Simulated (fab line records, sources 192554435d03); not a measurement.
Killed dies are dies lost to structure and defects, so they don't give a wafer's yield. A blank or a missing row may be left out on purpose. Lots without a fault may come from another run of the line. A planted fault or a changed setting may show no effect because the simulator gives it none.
Split-lot experiment | flow n5_finfet | 7 lots, 21 wafers read, on a route of 1938 steps

THE SPLIT
At N5_BEOL_M2_COAT_67 (time 60 s, resist thk 60 nm), the setting spin_rpm was moved away from the recipe's 1500 rpm on 5 of the 21 wafers read, by -10.9% to +9.7%. The other wafers ran this setting at the recipe's value.

The reading is taken at the split's own step.

THE READING
SOC_of_BEOL_M2_COAT_67.thk_nm (the simulator's own value, which no gauge read), in nm, at N5_BEOL_M2_COAT_67 (time 60 s, resist thk 60 nm). The file gives no usual value for it. The 16 wafers here that ran the recipe average 59.9 nm, standard deviation 0.18 nm.

wafer  | tool, chamber at the split | spin_rpm as run, rpm | against the recipe | SOC_of_BEOL_M2_COAT_67.thk_nm, nm | against lot-mates on the recipe
L075.3 | litho_track-04, 0          | 1500                 | recipe             | 59.8                              | -
L075.4 | litho_track-04, 0          | 1500                 | recipe             | 59.8                              | -
L075.5 | litho_track-04, 0          | 1500                 | recipe             | 59.6                              | -
L077.2 | litho_track-04, 0          | 1500                 | recipe             | 60.2                              | -
L077.3 | litho_track-04, 0          | 1500                 | recipe             | 60                                | -
L077.5 | litho_track-04, 0          | 1646                 | +9.7%              | 57.4                              | -2.7
L081.1 | litho_track-04, 0          | 1500                 | recipe             | 59.6                              | -
L081.2 | litho_track-04, 0          | 1500                 | recipe             | 59.8                              | -
L081.3 | litho_track-04, 0          | 1500                 | recipe             | 59.8                              | -
L082.1 | litho_track-02, 0          | 1500                 | recipe             | 60                                | -
L082.4 | litho_track-02, 0          | 1336                 | -10.9%             | 63.8                              | +3.8
L082.5 | litho_track-02, 0          | 1336                 | -10.9%             | 63.6                              | +3.6
L084.4 | litho_track-02, 0          | 1383                 | -7.8%              | 62.6                              | +2.4
L084.5 | litho_track-02, 0          | 1383                 | -7.8%              | 62.8                              | +2.6
L084.6 | litho_track-02, 0          | 1500                 | recipe             | 60.2                              | -
L090.1 | litho_track-02, 0          | 1500                 | recipe             | 60                                | -
L090.3 | litho_track-02, 0          | 1500                 | recipe             | 60                                | -
L090.4 | litho_track-02, 0          | 1500                 | recipe             | 60                                | -
L093.2 | litho_track-02, 0          | 1500                 | recipe             | 60                                | -
L093.4 | litho_track-02, 0          | 1500                 | recipe             | 60                                | -
L093.5 | litho_track-02, 0          | 1500                 | recipe             | 60.2                              | -

THE FIT
A straight line over all 21 wafers: SOC_of_BEOL_M2_COAT_67.thk_nm changes by -0.325 nm for each +1% of spin_rpm; r = -0.99; the points scatter about the line by 0.24 nm.
The same after taking each lot's own level away (the mean of its wafers on the recipe; 21 wafers): -0.318 nm for each +1%; r = -1.00; scatter 0.14 nm.
On that fit, the largest move of spin_rpm shifts the reading by 3.5 nm.
The lots' own levels span 59.73 to 60.20 nm, that is 2.5 times the standard deviation above.
So the lot-to-lot level changes the slope little: the two slopes agree.
Check: with one of the wafers moved furthest among these (-10.9%) left out of the fit, the line predicts +3.42 nm for it against its lot-mates. It came out at +3.8 nm against them.

OTHER SPLITS ON THESE WAFERS
These wafers also went through other splits before the reading. Each is held against what the fit with the lots' levels taken away leaves over:
other split on the same wafers            | wafers away from the commonest value | r with SOC_of_BEOL_M2_COAT_67.thk_nm (lot level and that fit taken away)
N5_MOL_CONTACT_COAG_EXPOSE_05 dose_mj     | 8                                    | +0.24
N5_MOL_CONTACT_COAG_CVD_140 target_thk_a  | 13                                   | -0.35
N5_BEOL_M0_SAQP_MANDREL_ETCH_20 bias_w    | 6                                    | +0.33
N5_BEOL_M0_SAQP_SPACER1_ALD_98 ald_cycles | 9                                    | +0.04
N5_BEOL_M1_ETCH_64 source_w               | 6                                    | +0.00

THE FILE'S OWN FIT
SOC_of_BEOL_M2_COAT_67.thk_nm changes by -0.313 nm for each +1% of spin_rpm, r = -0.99.
